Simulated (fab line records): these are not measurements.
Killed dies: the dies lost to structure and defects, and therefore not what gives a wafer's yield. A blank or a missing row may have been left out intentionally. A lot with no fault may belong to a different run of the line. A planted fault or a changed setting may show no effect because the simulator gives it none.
fab line records	flow nand_harc
record: lots: 6	wafers: 17	last_day: 32
route steps=1302 shown A_CHANNEL_HOLE_D1@480 A_CHANNEL_FILL_D1@490 END@1302
lots that met no fault: taken from a fault-free run of the same line
start_h: hours from the record's opening day to when the first of the lot's shown wafers began	wait_h: hours elapsed since this lot's preceding step	" the same as in the row above	L1.1+2: several wafers, shown together as one row	- no value, or no start was given	* or withheld: withheld	< > ~ a bound
route shown NAME@n: names a module that has steps shown in the file, with the first one's number in the route	usual: mean/standard deviation of fault-free wafers	same: alike in all rows	chamber/n: place in a boat	sites: readings site by site	_std_site: standard deviation across them	_edge_site: mean of outer sites minus mean of inner sites	radius_mm: how far each site lies from the wafer's centre	mask NAME#n: copy n	behind: the last tool/chamber to shape the wafer	hold: the reason the lot was held/the length of the hold in hours/how it ended	device: transistor that didn't switch, given as n, p or np	end of line: tests of these same wafers at the route's end	a step given without rows: its recipe and nothing more	killed: at the first sort, the dies lost to defects and structure; wafer yield is something else	map: a wafer's dies, x killed, . not, _ none there
set.NAME: the run value of the setting; set.NAME@STEP: its run value at that earlier step	model.NAME: the simulator's own value behind a step, which no gauge read
lots seen at some steps along the route; tables by step, rows by wafer
services: the hour from which a tool's chamber was out of use, counted from the record's first day as start_h (under 0 if before that day), plus the number of hours and why
== steps ==
step: NHARC_A_CHANNEL_HOLE_D1_STRIP_41
recipe: n2_flow_sccm: 150	h2_flow_sccm: 150	ar_flow_sccm: 0	bias_w: 0	chemistry: N2/H2
step: NHARC_A_CHANNEL_HOLE_D1_STRIP_42
recipe: cf4_flow_sccm: 100	chf3_flow_sccm: 30	ar_flow_sccm: 0	bias_w: 0	chemistry: CF4/CHF3
step: NHARC_A_CHANNEL_HOLE_D1_STRIP_43
recipe: o2_flow_sccm: 400	cos_flow_sccm: 20	ar_flow_sccm: 0	bias_w: 0	chemistry: O2/COS
step: NHARC_A_CHANNEL_HOLE_D1_ETCH_44
recipe: target_depth_a: 1400	overetch_a: 140	time_s: 77	ion_energy_ev: 100	cf4_flow_sccm: 80	o2_flow_sccm: 20	ar_flow_sccm: 0	rf_w: 300	bias_w: 100	chemistry: CF4/O2
usual: drypump_motor_current_A: 5.89/0.29	mfc_ar_sccm: 0.009/0.011	oes_product_au: 1.001/0.011	rf_vpp_V: 197.9/1.3	showerhead_plenum_p_Torr: 1.34/0.056	throttle_valve_pct: 13.396/0.0082
same: time_s: 77
lot.wafer	tool	chamber	start_h	wait_h	drypump_motor_current_A	mfc_ar_sccm	oes_product_au	rf_hours_counter_h	rf_vpp_V	showerhead_plenum_p_Torr	throttle_valve_pct
L263.1	rie_diel-08	3	223.53	0.0	5.91	0	1.024	1	198.3	1.42	13.407
L263.4	"	0	"	"	5.80	0	0.996	2	199.2	1.37	13.397
L263.6	"	0	"	"	5.80	0	0.987	-	197.1	1.37	13.383
L264.2	rie_diel-10	2	236.32	0.0	5.68	0.023	1.015	61	198.4	1.33	13.405
L264.4	"	3	"	"	5.87	0	0.999	58	198.1	1.25	13.398
L264.1	"	0	"	"	5.66	0	1.004	58	196.7	1.34	13.398
L265.3	rie_diel-08	3	254.94	0.1	5.90	0	1.007	6	198.9	1.42	13.386
L265.2	"	0	"	"	5.79	0	0.979	6	197.9	1.36	13.393
L265.5	"	3	"	"	5.89	0	1.002	-	199.0	1.42	13.398
L274.1	rie_diel-10	2	348.79	0.1	5.68	0.023	1.029	31	196.5	1.32	13.399
L274.3	"	3	"	"	5.86	0	1.004	28	195.1	1.24	13.407
L274.6	"	2	"	"	5.68	0.023	1.017	-	197.6	1.32	13.406
L278.4	rie_diel-08	3	383.80	0.1	5.90	0	1.019	1	199.1	1.42	13.408
L278.3	"	0	"	"	5.80	0	0.996	1	199.3	1.36	13.400
L278.5	"	2	"	"	6.26	0.016	0.995	-	197.5	1.28	13.379
L279.6	rie_diel-08	0	388.00	0.1	5.81	0	1.012	-	198.6	1.36	13.401
L279.5	"	3	"	"	5.93	0	1.015	-	200.0	1.42	13.393
step: NHARC_A_CHANNEL_HOLE_D1_STRIP_27
recipe: o2_flow_sccm: 500	ar_flow_sccm: 0	bias_w: 0	chemistry: O2
usual: drypump_motor_current_A: 5.9/0.3	mfc_ar_sccm: 0.008/0.011	oes_product_au: 1.003/0.011	rf_vpp_V: 57.7/0.92	showerhead_plenum_p_Torr: 3.53/0.14	throttle_valve_pct: 17.037/0.0091
lot.wafer	tool	chamber	start_h	wait_h	drypump_motor_current_A	mfc_ar_sccm	oes_product_au	rf_hours_counter_h	rf_vpp_V	showerhead_plenum_p_Torr	throttle_valve_pct
L263.1	rie_diel-08	0	-	-	5.8	0	1.001	2	57.2	3.61	17.048
L263.4	"	2	"	"	6.3	0.016	0.992	1	57.5	3.39	17.031
L263.6	"	1	"	"	5.7	0.020	0.989	-	58.3	3.49	17.031
L264.4	rie_diel-10	0	-	-	5.7	0	1.010	58	57.6	3.53	17.027
L264.1	"	1	"	"	5.2	0	0.995	52	59.0	3.62	17.033
L264.2	"	3	"	"	5.9	0	0.998	58	57.1	3.31	17.045
L265.3	rie_diel-08	0	-	-	5.8	0	0.988	6	57.7	3.61	17.037
L265.2	"	2	"	"	6.3	0.016	0.995	5	56.4	3.38	17.040
L265.5	"	0	"	"	5.8	0	0.982	-	56.9	3.61	17.036
L274.3	rie_diel-10	2	-	-	5.7	0.023	1.018	31	58.3	3.50	17.040
L274.1	"	0	"	"	5.7	0	1.004	30	58.1	3.51	17.035
L274.6	"	3	"	"	5.9	0	1.000	-	57.9	3.29	17.033
L278.3	rie_diel-08	2	-	-	6.3	0.016	0.999	1	58.6	3.38	17.038
L278.4	"	3	"	"	5.9	0	1.022	1	56.8	3.74	17.041
L278.5	"	3	"	"	5.9	0	1.009	-	58.4	3.74	17.021
L279.5	rie_diel-08	1	-	-	5.7	0.020	1.002	-	58.9	3.48	17.046
L279.6	"	3	"	"	5.9	0	1.017	-	58.6	3.74	17.043
step: NHARC_A_CHANNEL_HOLE_D1_PRECLEAN_28
recipe: time_s: *	temp_c: 50	bath_age_min: 0	chemistry: SC1
step: NHARC_A_CHANNEL_HOLE_D1_SRD_29
step: NHARC_A_CHANNEL_HOLE_D1_CD_MEAS_30
usual: cd_nm: 89.5/1.6
lot.wafer	tool	chamber	start_h	wait_h	cd_nm
L263.1	cd_sem-03	-	224.33	-	89.8
L263.4	"	-	"	"	89.2
L263.6	"	-	"	"	89.4
L264.1	cd_sem-03	-	237.14	-	89.8
L264.2	"	-	"	"	89.6
L264.4	"	-	"	"	88.8
L265.2	cd_sem-02	-	255.73	-	88.0
L265.3	"	-	"	"	91.2
L265.5	"	-	"	"	89.9
L274.1	cd_sem-01	-	349.58	-	91.1
L274.3	"	-	"	"	90.9
L274.6	"	-	"	"	90.3
L278.3	cd_sem-01	-	384.59	-	91.2
L278.4	"	-	"	"	89.3
L278.5	"	-	"	"	88.8
L279.5	cd_sem-02	-	388.90	-	89.6
L279.6	"	-	"	"	89.2
step: NHARC_A_CHANNEL_HOLE_D1_XSEM_31
recipe: landing_energy_ev: 35000
usual: bot_cd_nm: 74.0/1.7	bow_nm: 8.6/0.34	tilt_deg: 0.06/0.037
lot.wafer	tool	chamber	start_h	wait_h	bot_cd_nm	bow_nm	tilt_deg
L263.1	xsem-01	0	224.42	0.1	74.2	9.1	0.02
L263.4	"	0	"	"	73.8	9.1	0.02
L263.6	"	0	"	"	73.5	9.2	0.02
L264.1	xsem-02	0	237.23	0.1	74.4	8.6	0.09
L264.2	"	0	"	"	75.1	8.6	0.09
L264.4	"	0	"	"	74.2	8.6	0.09
L265.2	xsem-01	0	255.82	0.1	73.0	8.3	0.12
L265.3	"	0	"	"	76.5	8.2	0.12
L265.5	"	0	"	"	74.5	8.3	0.12
L274.1	xsem-01	0	349.67	0.1	76.3	8.5	0.04
L274.3	"	0	"	"	74.8	8.4	0.04
L274.6	"	0	"	"	75.6	8.5	0.04
L278.3	xsem-02	0	384.68	0.1	75.4	9.2	0.10
L278.4	"	0	"	"	73.5	9.3	0.10
L278.5	"	0	"	"	73.8	9.2	0.10
L279.5	xsem-01	0	388.99	0.1	75.0	8.4	0.05
L279.6	"	0	"	"	73.4	8.4	0.05
step: NHARC_A_CHANNEL_HOLE_D1_INSPECT_40
usual: raw_defect_count: 76/28
lot.wafer	tool	chamber	start_h	wait_h	raw_defect_count
L263.1	defect_inspect-01	-	224.51	-	85
L263.4	"	-	"	"	75
L263.6	"	-	"	"	114
L264.1	defect_inspect-02	-	237.33	-	43
L264.2	"	-	"	"	31
L264.4	"	-	"	"	48
L265.2	defect_inspect-02	-	255.91	-	53
L265.3	"	-	"	"	44
L265.5	"	-	"	"	50
L274.1	defect_inspect-01	-	349.77	-	104
L274.3	"	-	"	"	110
L274.6	"	-	"	"	95
L278.3	defect_inspect-02	-	384.78	-	54
L278.4	"	-	"	"	69
L278.5	"	-	"	"	78
L279.5	defect_inspect-01	-	389.08	-	75
L279.6	"	-	"	"	80
step: NHARC_A_CHANNEL_FILL_D1_PRECLEAN_00
recipe: time_s: *	temp_c: 50	bath_age_min: 0	chemistry: SC1
step: NHARC_A_CHANNEL_FILL_D1_SRD_01
step: NHARC_A_CHANNEL_FILL_D1_ALD_02
recipe: target_thk_a: 60	pulse_time_s: 10	ald_cycles: 60	temp_c: 300	material: SiO2
usual: ald_cycles: 60/0	heater_power_w: 469/46	precursor_pulse_height_rel: 0.999/0.021
lot.wafer	tool	chamber	start_h	wait_h	ald_cycles	heater_power_w	precursor_pulse_height_rel
L263.4	ald_hk-03	2	224.78	-	60	396	1.002
L263.1	"	0	"	"	60	470	0.992
L263.6	"	1	"	"	60	522	1.002
L264.4	ald_hk-04	0	237.52	-	60	501	0.995
L264.2	"	2	"	"	60	395	1.032
L264.1	"	3	"	"	60	450	1.006
L265.3	ald_hk-03	3	256.24	-	60	448	1.021
L265.2	"	1	"	"	60	522	1.022
L265.5	"	2	"	"	60	404	0.992
L274.1	ald_hk-01	0	350.15	0.3	60	417	1.012
L274.3	"	2	"	"	60	524	1.021
L274.6	"	3	"	"	60	539	0.998
L278.3	ald_hk-04	1	388.18	-	60	498	0.995
L278.4	"	0	"	"	60	511	0.984
L278.5	"	2	"	"	72	409	0.986
L279.6	ald_hk-04	0	389.61	0.4	72	477	0.975
L279.5	"	1	"	"	72	492	0.995
step: NHARC_A_CHANNEL_FILL_D1_ALD_03
recipe: target_thk_a: 60	pulse_time_s: 60	ald_cycles: 58	temp_c: 630	pressure_torr: 2	material: SiNx
usual: ald_cycles: 58/0	precursor_pulse_height_rel: 0.999/0.021
lot.wafer	tool	chamber	start_h	wait_h	ald_cycles	precursor_pulse_height_rel
L263.1	ald_sin_batch-03	0	-	-	58	0.960
L263.4	"	0	"	"	58	0.950
L263.6	"	0	"	"	58	1.017
L264.1	ald_sin_batch-01	0	-	-	58	0.978
L264.2	"	0	"	"	58	1.005
L264.4	"	0	"	"	58	1.030
L265.2	ald_sin_batch-02	0	-	-	58	1.005
L265.3	"	0	"	"	58	0.966
L265.5	"	0	"	"	58	0.989
L274.1	ald_sin_batch-01	0	-	-	58	0.988
L274.3	"	0	"	"	58	0.982
L274.6	"	0	"	"	58	0.994
L278.3	ald_sin_batch-02	0	-	-	58	1.012
L278.4	"	0	"	"	58	1.019
L278.5	"	0	"	"	58	0.996
L279.5	ald_sin_batch-02	0	-	-	58	0.990
L279.6	"	0	"	"	58	0.996
step: NHARC_END_SORT_01
recipe: temp_c: 25
usual: killed_at_array: 56/17	killed_at_other: 0.9/1.2	killed_at_periphery: 3.9/2.5	killed_dies: 61/17	killed_open: 3.2/1.8	killed_short: 2.7/1.7
same: gross_dies: 677
lot.wafer	tool	chamber	start_h	wait_h	killed_at_array	killed_at_other	killed_at_periphery	killed_dies	killed_open	killed_short
L263.1	prober-02	0	593.71	2.5	78	0	6	84	5	4
L263.4	prober-02	0	596.11	3.4	70	0	3	73	4	4
L263.6	prober-02	0	597.72	4.0	76	0	5	81	5	5
L264.1	prober-01	0	616.78	2.5	50	0	0	50	2	1
L264.2	prober-01	0	617.58	2.8	36	3	1	40	4	1
L264.4	prober-01	0	619.18	3.4	38	2	2	42	3	1
L265.2	prober-02	0	632.91	2.8	41	1	3	45	1	0
L265.3	prober-02	0	633.69	3.1	37	0	3	40	1	3
L265.5	prober-02	0	635.26	3.6	53	1	4	58	2	0
L274.1	prober-01	0	731.39	2.5	71	3	5	79	8	4
L274.3	prober-01	0	732.98	3.1	69	1	4	74	3	6
L274.6	prober-01	0	735.37	4.0	56	0	1	57	6	2
L278.3	prober-01	0	753.76	3.1	64	0	1	65	2	2
L278.4	prober-01	0	754.55	3.4	57	0	1	58	4	2
L278.5	prober-01	0	755.34	3.7	54	1	2	57	3	4
L279.5	prober-01	0	763.16	3.7	51	1	2	54	1	4
L279.6	prober-01	0	763.97	4.0	48	1	13	62	3	4
killed by level:class
L263.1 A_CHANNEL_HOLE_D1:chamber_film_flake=32 A_CHANNEL_HOLE_D2:chamber_film_flake=31 P_ZERO_WELL:chamber_film_flake=4 A_CHANNEL_FILL_D2:geometric_particle:short=2 A_CHANNEL_FILL_D2:chamber_film_flake=2 A_STAIRCASE:chamber_film_flake=2 P_GATE:geometric_particle:open=1 A_DECK1_JOINT:geometric_particle:short=1
L263.4 A_CHANNEL_HOLE_D2:chamber_film_flake=28 A_CHANNEL_HOLE_D1:chamber_film_flake=26 P_BONDPAD:chamber_film_flake=3 A_SLIT:chamber_film_flake=3 A_CHANNEL_FILL_D2:geometric_particle:open=2 A_CONTACT:chamber_film_flake=2 A_CHANNEL_FILL_D1:geometric_particle:short=1 A_CHANNEL_FILL_D1:geometric_particle:open=1
L263.6 A_CHANNEL_HOLE_D1:chamber_film_flake=29 A_CHANNEL_HOLE_D2:chamber_film_flake=25 P_ZERO_WELL:chamber_film_flake=4 A_SLIT:chamber_film_flake=4 A_ONON_D2:geometric_particle:open=3 A_CHANNEL_FILL_D2:chamber_film_flake=3 A_CHANNEL_FILL_D2:geometric_particle:short=2 A_WL_FILL:geometric_particle:short=2
L264.1 A_SLIT:chamber_film_flake=20 A_CHANNEL_HOLE_D2:chamber_film_flake=14 A_STAIRCASE:chamber_film_flake=8 A_CHANNEL_HOLE_D1:chamber_film_flake=3 A_CONTACT:chamber_film_flake=2 A_ONON_D1:geometric_particle:open=1 A_WL_FILL:geometric_particle:short=1 A_BLC:geometric_particle:open=1
L264.2 A_SLIT:chamber_film_flake=13 A_STAIRCASE:chamber_film_flake=8 A_CHANNEL_HOLE_D2:chamber_film_flake=4 A_CHANNEL_HOLE_D1:chamber_film_flake=3 A_WL_FILL:chamber_film_flake=2 THIN_TSV:chamber_film_flake=2 A_ONON_D1:geometric_particle:open=1 A_CHANNEL_FILL_D1:geometric_particle:open=1
L264.4 A_SLIT:chamber_film_flake=13 A_CHANNEL_HOLE_D1:chamber_film_flake=8 A_STAIRCASE:chamber_film_flake=8 A_WL_FILL:chamber_film_flake=5 A_CONTACT:chamber_film_flake=2 THIN_TSV:chamber_film_flake=2 P_STI:geometric_particle:open=1 P_M1:geometric_particle:open=1
L265.2 A_SLIT:chamber_film_flake=13 A_CHANNEL_HOLE_D2:chamber_film_flake=12 A_CHANNEL_HOLE_D1:chamber_film_flake=4 A_WL_FILL:chamber_film_flake=3 A_CONTACT:chamber_film_flake=3 P_M1:chamber_film_flake=2 A_STAIRCASE:chamber_film_flake=2 A_CONTACT:geometric_particle:open=1
L265.3 A_SLIT:chamber_film_flake=18 A_CONTACT:chamber_film_flake=5 A_STAIRCASE:chamber_film_flake=3 P_ZERO_WELL:chamber_film_flake=2 A_CHANNEL_HOLE_D2:chamber_film_flake=2 A_CHANNEL_FILL_D2:chamber_film_flake=2 A_CHANNEL_FILL_D1:geometric_particle:short=1 A_ONON_D2:geometric_particle:short=1
L265.5 A_SLIT:chamber_film_flake=23 A_CHANNEL_HOLE_D2:chamber_film_flake=16 A_CONTACT:chamber_film_flake=5 A_STAIRCASE:chamber_film_flake=4 P_ZERO_WELL:chamber_film_flake=2 A_ONON_D2:geometric_particle:open=1 A_CHANNEL_FILL_D2:geometric_particle:open=1 P_STI:chamber_film_flake=1
L274.1 A_CHANNEL_HOLE_D1:chamber_film_flake=35 A_CHANNEL_HOLE_D2:chamber_film_flake=14 A_ZERO_WELL:chamber_film_flake=4 A_SLIT:chamber_film_flake=4 A_M0:geometric_particle:open=3 THIN_TSV:chamber_film_flake=3 P_M0:geometric_particle:open=2 P_GATE:chamber_film_flake=2
L274.3 A_CHANNEL_HOLE_D1:chamber_film_flake=37 A_CHANNEL_HOLE_D2:chamber_film_flake=16 A_CONTACT:chamber_film_flake=6 P_CONTACT:chamber_film_flake=2 A_ZERO_WELL:chamber_film_flake=2 P_CONTACT:geometric_particle:open=1 P_CONTACT:geometric_particle:short=1 A_ONON_D1:geometric_particle:short=1
L274.6 A_CHANNEL_HOLE_D1:chamber_film_flake=27 A_CHANNEL_HOLE_D2:chamber_film_flake=11 A_SLIT:chamber_film_flake=5 A_ONON_D2:geometric_particle:open=2 A_M0:geometric_particle:open=2 A_CONTACT:chamber_film_flake=2 A_ONON_D1:geometric_particle:open=1 A_CHANNEL_FILL_D2:geometric_particle:short=1
L278.3 A_CHANNEL_HOLE_D2:chamber_film_flake=27 A_CHANNEL_HOLE_D1:chamber_film_flake=14 A_CONTACT:chamber_film_flake=7 A_STAIRCASE:chamber_film_flake=6 A_SLIT:chamber_film_flake=5 A_SOURCE_PLATE:geometric_particle:open=1 A_ONON_D2:geometric_particle:short=1 A_WL_FILL:geometric_particle:short=1
L278.4 A_CHANNEL_HOLE_D2:chamber_film_flake=18 A_CHANNEL_HOLE_D1:chamber_film_flake=11 A_SLIT:chamber_film_flake=8 A_DECK1_JOINT:chamber_film_flake=5 A_CONTACT:chamber_film_flake=4 A_STAIRCASE:chamber_film_flake=3 A_DECK1_JOINT:geometric_particle:short=2 A_WL_FILL:chamber_film_flake=2
L278.5 A_CHANNEL_HOLE_D2:chamber_film_flake=22 A_CHANNEL_HOLE_D1:chamber_film_flake=14 A_SLIT:chamber_film_flake=5 A_STAIRCASE:chamber_film_flake=3 A_CHANNEL_FILL_D1:chamber_film_flake=2 A_DECK1_JOINT:chamber_film_flake=2 P_CONTACT:geometric_particle:short=1 A_SOURCE_PLATE:geometric_particle:short=1
L279.5 A_SLIT:chamber_film_flake=32 A_CHANNEL_HOLE_D1:chamber_film_flake=7 A_STAIRCASE:chamber_film_flake=3 A_CONTACT:chamber_film_flake=3 A_ONON_D2:geometric_particle:short=2 P_M2:chamber_film_flake=2 A_CHANNEL_FILL_D1:geometric_particle:short=1 A_WL_FILL:geometric_particle:short=1
L279.6 A_SLIT:chamber_film_flake=22 A_CHANNEL_HOLE_D1:chamber_film_flake=12 P_M2:chamber_film_flake=7 P_CONTACT:chamber_film_flake=4 A_CONTACT:chamber_film_flake=3 A_CHANNEL_FILL_D1:geometric_particle:open=2 A_CHANNEL_HOLE_D2:chamber_film_flake=2 P_CONTACT:geometric_particle:open=1
== services ==
tool	chamber	start_h	hours	kind
rie_diel-08	0	199.83	-	clean
rie_diel-08	1	199.83	-	clean
rie_diel-08	2	199.83	-	clean
rie_diel-08	3	199.83	-	clean
ald_hk-03	-	212.00	10.0	pm
rie_diel-08	0	224.46	-	clean
rie_diel-08	1	224.46	-	clean
rie_diel-08	2	224.46	-	clean
rie_diel-08	3	224.46	-	clean
rie_diel-10	-	242.80	9.0	pm
ald_hk-03	-	248.47	0.5	repair
rie_diel-08	0	248.96	-	clean
rie_diel-08	1	248.96	-	clean
rie_diel-08	2	248.96	-	clean
rie_diel-08	3	248.96	-	clean
ald_hk-04	-	254.52	10.0	pm
ald_sin_batch-02	-	266.00	26.0	pm
rie_diel-08	0	273.46	-	clean
rie_diel-08	1	273.46	-	clean
ald_hk-04	-	282.13	4.4	repair
rie_diel-08	1	354.84	1.3	repair
rie_diel-08	-	367.83	9.0	pm
xsem-01	-	374.00	14.0	pm
rie_diel-08	2	387.51	12.5	repair
== key ==
first_sign: step: NHARC_A_CHANNEL_FILL_D1_ALD_02	reading: ald_cycles	direction: up	sigmas: 99+	usual: 60	struck: 72
effect none on later readings
met_at NHARC_A_CHANNEL_FILL_D1_ALD_02
struck_wafers L278.5,L279.5,L279.6
tester_left_out L278,L279
onset_between 237.52 388.18
fault: kind: process_parameter_drift	tool: ald_hk-04	chamber: -	onset_h: 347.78	steps: NHARC_A_CHANNEL_FILL_D1_ALD_02	channel: ald_cycles	offset: 12	shape: step	end_h: 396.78	scope: struck_wafers_only	acts_in: these_recipes_only	stated: 60
tester_left_out: of these lots the tester's yield and bins aren't shown, on N5 and GAA mostly nor the transistor test; their killed dies are dies lost to structure and defects alone, not to doping, threshold or leakage, so they don't give the yield
